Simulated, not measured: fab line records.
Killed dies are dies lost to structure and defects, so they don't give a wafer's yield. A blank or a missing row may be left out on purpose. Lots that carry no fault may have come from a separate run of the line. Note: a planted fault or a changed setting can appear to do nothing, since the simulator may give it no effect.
fab line records | flow nand-harc | part 1 of 2: steps 1 to 20 of 28
record: lots: 5 wafers: 15 last-day: 32
route steps=1302 shown P_M1@312 P_M2@318
lots untouched by any fault: they come from a run of this same line in which no faults occurred
start-h: hours from the record's first day to the start of the lot's first wafer shown | wait-h: hours since the lot's step before | " unchanged from the row above | L1.1+2: one row covering several wafers at once | - no value, or no start given | * or withheld: withheld | < > ~ a bound
route shown NAME@n: names a module that has steps shown in the file, with the first one's number in the route | usual: mean and standard deviation over wafers with no fault | same: alike in all rows | chamber/n: place in a boat | sites: the reading at each site | _std_site: the standard deviation of these | _edge_site: inner sites' mean taken away from outer sites' mean | radius-mm: how far each site lies from the wafer's centre | mask NAME#n: copy n | behind: tool/chamber where the wafer was last shaped | hold: why the lot went on hold/how many hours it stayed there/how the hold came to an end | device: names the non-switching transistor (n, p or np) | end of line: tests of these same wafers at the route's end | step lacking rows: just its recipe | killed: at the first sort, the dies lost to defects and structure; wafer yield is something else | map: shows each die of a wafer: x if killed, . if not, _ if none is there
set.NAME: the setting that was run; set.NAME@STEP: the one run at that earlier step | model.NAME: the simulator's own value behind a step, which no gauge read
lots at some steps of the route; a table a step, a row a wafer
services: the hour from which a tool's chamber was out of use, counted from the record's first day as start-h (under 0 if before that day), plus the number of hours and why
== steps ==
step: NHARC_P_M1_THK_MEAS_24
recipe: thk-meas-gauge: xrf
usual: thk-nm: 158.0/1.4
columns lot.wafer tool chamber start-h wait-h thk-nm
L080.4 film-metro-02 - 182.78 - 156.3
L080.5 " - " " 160.3
L080.6 " - " " 154.8
L082.3 film-metro-02 - 208.43 - 158.1
L082.4 " - " " 158.9
L082.6 " - " " 159.0
L087.2 film-metro-02 - 257.03 - 160.5
L087.3 " - " " 159.3
L087.5 " - " " 159.8
L089.1 film-metro-02 - 271.98 - 159.5
L089.3 " - " " 158.6
L089.4 " - " " 159.8
L095.3 film-metro-02 - 333.85 - 153.7
L095.5 " - " " 154.1
L095.6 " - " " 155.8
step: NHARC_P_M1_SRD_25
columns lot.wafer tool chamber start-h wait-h
L080.5+4+6 wet-bench-10 0,1,5 182.82 0.0
L082.6+4+3 wet-bench-08 6,1,2 208.48 0.0
L087.5+3+2 wet-bench-10 5,0,2 257.07 0.0
L089.4+1+3 wet-bench-10 3,5,0 272.02 0.0
L095.5+6+3 wet-bench-10 7,1,2 333.89 0.0
step: NHARC_P_M1_INSPECT_27
usual: raw-defect-count: 290/130
columns lot.wafer tool chamber start-h wait-h raw-defect-count
L080.4 defect-inspect-01 - 182.94 0.0 305
L080.5 " - " " 245
L080.6 " - " " 210
L082.3 defect-inspect-01 - 208.59 0.0 147
L082.4 " - " " 148
L082.6 " - " " 142
L087.2 defect-inspect-01 - 257.19 0.0 214
L087.3 " - " " 201
L087.5 " - " " 375
L089.1 defect-inspect-02 - 272.13 0.0 186
L089.3 " - " " 210
L089.4 " - " " 147
L095.3 defect-inspect-01 - 334.00 0.0 280
L095.5 " - " " 240
L095.6 " - " " 306
step: NHARC_P_M1_PRE_CLEAN_32
recipe: time-s: 12 temp-c: 370 rf-power-w: 300 gas: NH3
usual: heater-power-w: 634/71 rf-fwd-power-W: 292.6/0.85
columns lot.wafer tool chamber start-h wait-h heater-power-w rf-fwd-power-W
L080.5 pecvd-04 0 183.05 0.1 732 291.5
L080.4 " 1 " " 634 293.2
L080.6 " 2 " " 559 292.1
L082.3 pecvd-03 0 208.65 0.1 654 293.0
L082.4 " 1 " " 714 292.8
L082.6 " 2 " " 718 293.4
L087.2 pecvd-03 0 257.25 0.1 580 293.8
L087.3 " 2 " " 672 292.5
L087.5 " 0 " " 587 293.7
L089.1 pecvd-02 1 272.30 0.2 613 293.1
L089.3 " 2 " " 521 294.3
L089.4 " 2 " " 510 294.8
L095.3 pecvd-04 1 334.08 0.1 608 293.0
L095.5 " 1 " " 619 291.8
L095.6 " 2 " " 531 293.4
step: NHARC_P_M1_DEP_33
recipe: target-thk-a: 300 temp-c: 370 target-thk-nm: 30 pressure-torr: 3 flow-sccm: 200 rf-w: 450 material: SiCN
usual: chamber-pressure-Torr: 3.001/0.0059 heater-power-w: 585/60 rf-fwd-power-W: 448.9/1.3
columns lot.wafer tool chamber start-h wait-h chamber-pressure-Torr heater-power-w rf-fwd-power-W
L080.5 pecvd-04 0 183.22 0.2 2.998 680 448.9
L080.4 " 1 " " 3.017 602 447.6
L080.6 " 2 " " 3.002 550 448.6
L082.3 pecvd-03 0 208.73 0.1 3.004 602 450.1
L082.4 " 1 " " 3.002 623 448.7
L082.6 " 2 " " 3.003 630 449.1
L087.2 pecvd-03 0 257.33 0.1 2.995 597 449.8
L087.3 " 2 " " 2.993 587 448.7
L087.5 " 0 " " 2.993 593 451.4
L089.1 pecvd-02 1 272.38 0.1 2.994 592 448.4
L089.3 " 2 " " 2.992 493 448.5
L089.4 " 2 " " 3.006 486 448.1
L095.3 pecvd-04 1 334.19 0.1 3.005 586 449.9
L095.5 " 1 " " 2.994 581 447.8
L095.6 " 2 " " 2.996 543 449.8
step: NHARC_P_M2_DEP_00
recipe: target-thk-a: 1825 target-thk-nm: 182.5 temp-c: withheld pressure-torr: 5 flow-sccm: 200 rf-w: 600 material: SiOC
usual: chamber-pressure-Torr: 5.002/0.012 rf-fwd-power-W: 598.7/1.7
columns lot.wafer tool chamber start-h wait-h chamber-pressure-Torr rf-fwd-power-W
L080.4 pecvd-03 2 183.64 - 5.009 600.3
L080.6 " 0 " " 5.014 600.1
L080.5 " 1 " " 5.006 600.9
L082.3 pecvd-04 1 209.19 - 4.997 600.4
L082.6 " 0 " " 5.019 599.5
L082.4 " 1 " " 5.007 600.9
L087.3 pecvd-04 1 257.75 - 5.008 599.5
L087.2 " 2 " " 4.992 595.1
L087.5 " 2 " " 4.997 596.4
L089.3 pecvd-03 2 273.10 - 5.018 598.5
L089.1 " 0 " " 5.007 596.9
L089.4 " 2 " " 5.012 599.3
L095.3 pecvd-04 0 - - 4.985 599.2
L095.5 " 0 " " 4.984 598.0
L095.6 " 1 " " 5.016 599.6
step: NHARC_P_M2_DEHYDRATE_01
recipe: temp-c: 150 time-s: 120
usual: chill-plate-temp-C: 23.01/0.092 exhaust-pa: 45.1/0.95
columns lot.wafer tool chamber start-h wait-h chill-plate-temp-C exhaust-pa
L080.4 litho-track-01 0 183.91 - 23.07 44.4
L080.5 " 0 " " 23.01 44.4
L080.6 " 0 " " 23.10 44.1
L082.3 litho-track-06 0 209.55 - 23.03 45.1
L082.4 " 0 " " 23.14 45.0
L082.6 " 0 " " 23.19 45.2
L087.2 litho-track-04 0 258.15 - 22.92 44.0
L087.3 " 0 " " 22.97 44.0
L087.5 " 0 " " 22.97 44.2
L089.1 litho-track-04 0 273.46 - 23.07 44.2
L089.3 " 0 " " 22.92 45.9
L089.4 " 0 " " 22.87 43.7
L095.3 litho-track-04 0 334.94 - 23.05 44.9
L095.5 " 0 " " 22.98 44.8
L095.6 " 0 " " 22.87 43.7
step: NHARC_P_M2_HMDS_02
recipe: time-s: 30
usual: chill-plate-temp-C: 23.01/0.097 exhaust-pa: 44.9/0.79
columns lot.wafer tool chamber start-h wait-h chill-plate-temp-C exhaust-pa
L080.4 litho-track-01 0 - - 22.99 46.7
L080.5 " 0 " " 22.95 45.0
L080.6 " 0 " " 22.84 44.8
L082.3 litho-track-06 0 - - 23.05 45.1
L082.4 " 0 " " 23.00 43.8
L082.6 " 0 " " 23.07 45.3
L087.2 litho-track-04 0 - - 22.99 44.4
L087.3 " 0 " " 23.03 43.8
L087.5 " 0 " " 22.97 44.1
L089.1 litho-track-04 0 - - 22.95 45.5
L089.3 " 0 " " 23.12 43.8
L089.4 " 0 " " 23.18 45.4
L095.3 litho-track-04 0 - - 22.99 46.6
L095.5 " 0 " " 22.97 44.5
L095.6 " 0 " " 23.02 45.9
step: NHARC_P_M2_COAT_34
recipe: temp-c: 200 time-s: 65
usual: chill-plate-temp-C: 23.02/0.1 exhaust-pa: 45.0/0.94
columns lot.wafer tool chamber start-h wait-h chill-plate-temp-C exhaust-pa
L080.4 litho-track-01 0 - - 22.88 44.7
L080.5 " 0 " " 22.97 44.5
L080.6 " 0 " " 23.07 45.6
L082.3 litho-track-06 0 - - 22.98 44.8
L082.4 " 0 " " 22.94 46.1
L082.6 " 0 " " 23.08 45.3
L087.2 litho-track-04 0 - - 23.24 46.6
L087.3 " 0 " " 23.19 46.8
L087.5 " 0 " " 23.10 46.1
L089.1 litho-track-04 0 - - 22.95 44.7
L089.3 " 0 " " 23.06 45.2
L089.4 " 0 " " 23.22 44.7
L095.3 litho-track-04 0 - - 22.91 45.8
L095.5 " 0 " " 22.91 43.9
L095.6 " 0 " " 23.14 44.1
step: NHARC_P_M2_COAT_03
recipe: spin-rpm: 1500 resist-thk-nm: 90
usual: chill-plate-temp-C: 22.99/0.098 exhaust-pa: 44.9/0.81
columns lot.wafer tool chamber start-h wait-h chill-plate-temp-C exhaust-pa
L080.4 litho-track-01 0 - - 23.09 45.9
L080.5 " 0 " " 23.08 45.0
L080.6 " 0 " " 22.99 44.9
L082.3 litho-track-06 0 - - 22.90 45.1
L082.4 " 0 " " 23.05 44.8
L082.6 " 0 " " 22.96 45.8
L087.2 litho-track-04 0 - - 23.06 43.7
L087.3 " 0 " " 23.12 44.6
L087.5 " 0 " " 23.08 43.7
L089.1 litho-track-04 0 - - 23.14 44.6
L089.3 " 0 " " 22.99 45.0
L089.4 " 0 " " 22.87 45.6
L095.3 litho-track-04 0 - - 23.07 44.5
L095.5 " 0 " " 23.17 44.5
L095.6 " 0 " " 23.03 46.5
step: NHARC_P_M2_SOFTBAKE_04
recipe: temp-c: 105 time-s: 55
usual: chill-plate-temp-C: 23.02/0.11 exhaust-pa: 45.0/0.87
columns lot.wafer tool chamber start-h wait-h chill-plate-temp-C exhaust-pa
L080.4 litho-track-01 0 - - 22.90 45.2
L080.5 " 0 " " 22.97 44.6
L080.6 " 0 " " 23.08 44.4
L082.3 litho-track-06 0 - - 22.91 45.9
L082.4 " 0 " " 23.05 45.4
L082.6 " 0 " " 22.82 44.2
L087.2 litho-track-04 0 - - 23.00 43.3
L087.3 " 0 " " 23.00 44.3
L087.5 " 0 " " 22.88 43.6
L089.1 litho-track-04 0 - - 22.91 44.0
L089.3 " 0 " " 23.04 44.7
L089.4 " 0 " " 23.02 44.9
L095.3 litho-track-04 0 - - 23.00 45.1
L095.5 " 0 " " 23.15 45.3
L095.6 " 0 " " 23.04 44.7
step: NHARC_P_M2_EBR_05
usual: chill-plate-temp-C: 23.01/0.094 exhaust-pa: 45.0/0.82
columns lot.wafer tool chamber start-h wait-h chill-plate-temp-C exhaust-pa
L080.4 litho-track-01 0 - - 23.14 45.2
L080.5 " 0 " " 23.13 45.0
L080.6 " 0 " " 22.94 44.4
L082.3 litho-track-06 0 - - 22.93 44.6
L082.4 " 0 " " 23.05 43.8
L082.6 " 0 " " 22.96 44.7
L087.2 litho-track-04 0 - - 22.90 44.4
L087.3 " 0 " " 22.94 44.7
L087.5 " 0 " " 23.06 43.9
L089.1 litho-track-04 0 - - 22.88 44.3
L089.3 " 0 " " 22.96 44.2
L089.4 " 0 " " 23.04 43.5
L095.3 litho-track-04 0 - - 23.10 44.2
L095.5 " 0 " " 23.14 43.6
L095.6 " 0 " " 23.06 44.1
step: NHARC_P_M2_EXPOSE_06
recipe: na: 1.35 target-cd-nm: 170 dose-mj: 80.78 mask-id: P_M2
usual: exposure-dose-mJ-cm2: 80.68/0.079 stage-vel-mm-s: 499.92/0.26
columns lot.wafer tool chamber start-h wait-h mask exposure-dose-mJ-cm2 stage-vel-mm-s
L080.4 arfi-scanner-03 0 184.08 - P_M2#0 80.59 499.91
L080.5 " 0 " " P_M2#0 80.73 499.73
L080.6 " 0 " " P_M2#0 80.62 499.80
L082.3 arfi-scanner-03 0 209.85 - P_M2#0 80.61 500.33
L082.4 " 0 " " P_M2#0 80.53 500.21
L082.6 " 0 " " P_M2#0 80.63 499.87
L087.2 arfi-scanner-03 0 258.45 - P_M2#0 80.60 499.41
L087.3 " 0 " " P_M2#0 80.69 499.84
L087.5 " 0 " " P_M2#0 80.81 499.78
L089.1 arfi-scanner-02 0 273.75 - P_M2#0 80.65 500.12
L089.3 " 0 " " P_M2#0 80.70 499.95
L089.4 " 0 " " P_M2#0 80.60 500.07
L095.3 arfi-scanner-02 0 335.24 - P_M2#0 80.66 500.35
L095.5 " 0 " " P_M2#0 80.73 499.99
L095.6 " 0 " " P_M2#0 80.75 500.44
step: NHARC_P_M2_PEB_07
recipe: peb-temp-c: 100 peb-time-s: 65
usual: chill-plate-temp-C: 23.00/0.11 exhaust-pa: 45.0/0.98
columns lot.wafer tool chamber start-h wait-h chill-plate-temp-C exhaust-pa
L080.4 litho-track-04 0 184.13 0.0 23.05 45.0
L080.5 " 0 " " 23.14 46.0
L080.6 " 0 " " 22.84 45.8
L082.3 litho-track-01 0 209.90 0.0 23.19 44.7
L082.4 " 0 " " 22.87 44.7
L082.6 " 0 " " 22.89 43.2
L087.2 litho-track-06 0 258.50 0.1 22.84 45.8
L087.3 " 0 " " 23.06 45.2
L087.5 " 0 " " 22.93 45.7
L089.1 litho-track-04 0 273.81 0.1 23.05 44.4
L089.3 " 0 " " 23.10 45.5
L089.4 " 0 " " 23.03 45.3
L095.3 litho-track-04 0 335.30 0.0 23.11 45.8
L095.5 " 0 " " 23.14 43.5
L095.6 " 0 " " 23.06 44.6
step: NHARC_P_M2_DEVELOP_08
recipe: develop-time-s: 35 dev-temp-c: 23
usual: chill-plate-temp-C: 23.02/0.11 developer-temp-C: 23.01/0.11 exhaust-pa: 45.0/1.1
columns lot.wafer tool chamber start-h wait-h chill-plate-temp-C developer-temp-C exhaust-pa
L080.4 litho-track-04 0 - - 22.96 23.14 43.0
L080.5 " 0 " " 23.03 22.98 42.6
L080.6 " 0 " " 22.95 22.97 43.2
L082.3 litho-track-01 0 - - 23.04 23.10 44.8
L082.4 " 0 " " 23.01 23.00 45.0
L082.6 " 0 " " 23.07 23.04 45.4
L087.2 litho-track-06 0 - - 22.90 22.77 45.1
L087.3 " 0 " " 23.16 23.00 46.1
L087.5 " 0 " " 22.97 23.00 45.3
L089.1 litho-track-04 0 - - 23.04 23.02 45.2
L089.3 " 0 " " 22.91 22.97 44.6
L089.4 " 0 " " 22.93 23.04 45.4
L095.3 litho-track-04 0 - - 22.93 22.89 45.3
L095.5 " 0 " " 23.02 22.90 44.9
L095.6 " 0 " " 23.03 22.91 45.6
step: NHARC_P_M2_CD_MEAS_09
recipe: target-cd-nm: 170 landing-energy-ev: 500
usual: cd-nm: 170.1/0.76
same: landing-energy-ev: 500
columns lot.wafer tool chamber start-h wait-h cd-nm
L080.4 cd-sem-03 0 184.22 - 170.2
L080.5 " 0 " " 169.4
L080.6 " 0 " " 170.8
L082.3 cd-sem-01 0 209.99 - 169.8
L082.4 " 0 " " 169.8
L082.6 " 0 " " 170.5
L087.2 cd-sem-03 0 258.59 - 170.1
L087.3 " 0 " " 170.1
L087.5 " 0 " " 168.6
L089.1 cd-sem-01 0 273.89 - 169.8
L089.3 " 0 " " 170.0
L089.4 " 0 " " 169.1
L095.3 cd-sem-02 0 335.38 - 169.8
L095.5 " 0 " " 170.6
L095.6 " 0 " " 169.8
step: NHARC_P_M2_OVL_MEAS_10
recipe: pitch-nm: 340
usual: overlay-x-nm: 0.0/0.89 overlay-y-nm: -0.1/0.8
columns lot.wafer tool chamber start-h wait-h overlay-x-nm overlay-y-nm
L080.4 overlay-02 - 184.30 - -0.9 0.3
L080.5 " - " " -0.8 0.1
L080.6 " - " " -1.2 -0.1
L082.3 overlay-01 - 210.07 - -0.7 -0.2
L082.4 " - " " -1.0 -0.1
L082.6 " - " " -0.8 -0.4
L087.2 overlay-01 - 258.67 - 1.2 -0.6
L087.3 " - " " 1.2 -0.5
L087.5 " - " " 1.2 -0.8
L089.1 overlay-01 - 273.98 - 1.1 0.0
L089.3 " - " " 0.4 0.0
L089.4 " - " " 0.7 -0.3
L095.3 overlay-01 - 335.46 - -0.1 0.6
L095.5 " - " " 0.5 0.3
L095.6 " - " " -0.6 1.0
step: NHARC_P_M2_INSPECT_11
usual: raw-defect-count: 4.6/2.4
columns lot.wafer tool chamber start-h wait-h raw-defect-count
L080.4 defect-inspect-02 - 184.34 0.0 2
L080.5 " - " " 2
L080.6 " - " " 3
L082.3 defect-inspect-02 - 210.11 0.0 1
L082.4 " - " " 9
L082.6 " - " " 4
L087.2 defect-inspect-02 - 258.71 0.0 4
L087.3 " - " " 4
L087.5 " - " " 0
L089.1 defect-inspect-02 - 274.02 0.0 4
L089.3 " - " " 2
L089.4 " - " " 6
L095.3 defect-inspect-01 - 335.50 0.0 6
L095.5 " - " " 5
L095.6 " - " " 4
step: NHARC_P_M2_DESCUM_14
recipe: time-s: 3 o2-flow-sccm: 200 ar-flow-sccm: 0 bias-power-w: 0 chemistry: O2
usual: chamber-pressure-mTorr: 59.99/0.051 drypump-motor-current-A: 5.6/0.37 oes-product-au: 0.999/0.011 rf-vpp-V: 57.9/0.81 showerhead-plenum-p-Torr: 1.96/0.068 throttle-valve-pct: 11.312/0.0089
same: bias-power-w: 0
columns lot.wafer tool chamber start-h wait-h chamber-pressure-mTorr drypump-motor-current-A oes-product-au rf-hours-counter-h rf-vpp-V showerhead-plenum-p-Torr throttle-valve-pct
L080.4 rie-diel-06 3 184.41 0.1 59.98 5.4 0.985 1.8 57.3 1.96 11.323
L080.6 " 2 " " 60.02 5.8 1.000 - 58.1 1.87 11.309
L080.5 " 3 " " 59.99 5.4 0.983 - 58.6 1.96 11.303
L082.3 rie-diel-06 1 210.17 0.1 59.97 6.0 0.990 4.6 58.4 1.99 11.318
L082.4 " 3 " " 60.09 5.4 0.985 4.4 59.8 1.96 11.308
L082.6 " 1 " " 59.97 6.0 0.986 - 58.2 1.99 11.305
L087.2 rie-diel-05 2 258.78 0.1 60.06 5.2 0.979 0.7 60.2 2.04 11.323
L087.3 " 0 " " 60.01 6.2 0.991 0.6 57.1 2.01 11.306
L087.5 " 1 " " 59.99 5.3 0.988 - 57.7 2.04 11.317
L089.4 rie-diel-05 3 274.08 0.1 60.05 5.4 0.989 2.2 59.0 1.90 11.333
L089.1 " 1 " " 60.00 5.3 0.997 1.3 58.9 2.04 11.307
L089.3 " 2 " " 60.04 5.2 0.978 1.8 57.0 2.04 11.316
L095.3 rie-diel-06 3 335.56 0.1 59.95 5.5 1.000 1.4 57.2 1.96 11.287
L095.6 " 3 " " 59.93 5.5 0.997 - 58.3 1.96 11.315
L095.5 " 2 " " 59.92 5.8 0.980 - 56.6 1.86 11.314
step: NHARC_P_M2_ETCH_35
recipe: target-depth-a: 400 overetch-a: 120 time-s: 43.94 ion-energy-ev: 200 n2-flow-sccm: 150 h2-flow-sccm: 150 ar-flow-sccm: 0 rf-w: 400 bias-w: 150 chemistry: N2/H2
usual: chamber-pressure-mTorr: 29.999/0.027 drypump-motor-current-A: 5.6/0.38 h2-flow-sccm: 150.0/0.45 oes-product-au: 1.001/0.01 rf-fwd-power-W: 394.6/2 rf-vpp-V: 431.6/2.1 showerhead-plenum-p-Torr: 2.08/0.074 throttle-valve-pct: 14.171/0.0091
columns lot.wafer tool chamber start-h wait-h chamber-pressure-mTorr drypump-motor-current-A h2-flow-sccm oes-product-au rf-fwd-power-W rf-hours-counter-h rf-vpp-V showerhead-plenum-p-Torr throttle-valve-pct
L080.4 rie-diel-06 2 184.54 0.1 30.009 5.8 149.5 1.009 393.8 2.4 429.7 1.99 14.169
L080.5 " 1 " " 29.992 5.9 150.5 0.972 394.5 - 431.1 2.12 14.171
L080.6 " 2 " " 29.988 5.7 149.6 1.004 395.4 - 429.5 1.99 14.174
L082.3 rie-diel-06 3 210.25 0.1 29.995 5.5 149.4 0.999 394.9 4.4 431.1 2.09 14.162
L082.4 " 2 " " 30.028 5.8 150.0 1.003 394.9 4.5 430.4 1.99 14.190
L082.6 " 0 " " 29.990 5.2 149.5 0.995 395.2 - 430.7 2.05 14.180
L087.2 rie-diel-05 0 258.86 0.1 30.007 6.2 150.3 1.004 394.5 0.6 433.3 2.14 14.193
L087.3 " 2 " " 29.970 5.2 150.3 0.988 391.5 0.7 434.7 2.18 14.172
L087.5 " 0 " " 30.011 6.2 150.3 1.013 393.3 - 433.0 2.14 14.163
L089.4 rie-diel-05 2 274.16 0.1 29.990 5.2 149.6 0.993 389.8 1.8 434.2 2.18 14.156
L089.1 " 3 " " 29.988 5.4 150.1 1.002 392.5 2.2 430.2 2.02 14.141
L089.3 " 0 " " 29.965 6.2 149.8 1.000 395.2 1.8 433.3 2.14 14.170
L095.3 rie-diel-06 1 335.68 0.1 29.991 6.0 149.7 1.003 396.9 1.0 432.6 2.12 14.173
L095.6 " 3 " " 30.035 5.5 150.2 1.000 393.8 - 431.1 2.09 14.179
L095.5 " 1 " " 30.020 6.0 149.9 1.001 395.7 - 432.2 2.12 14.173
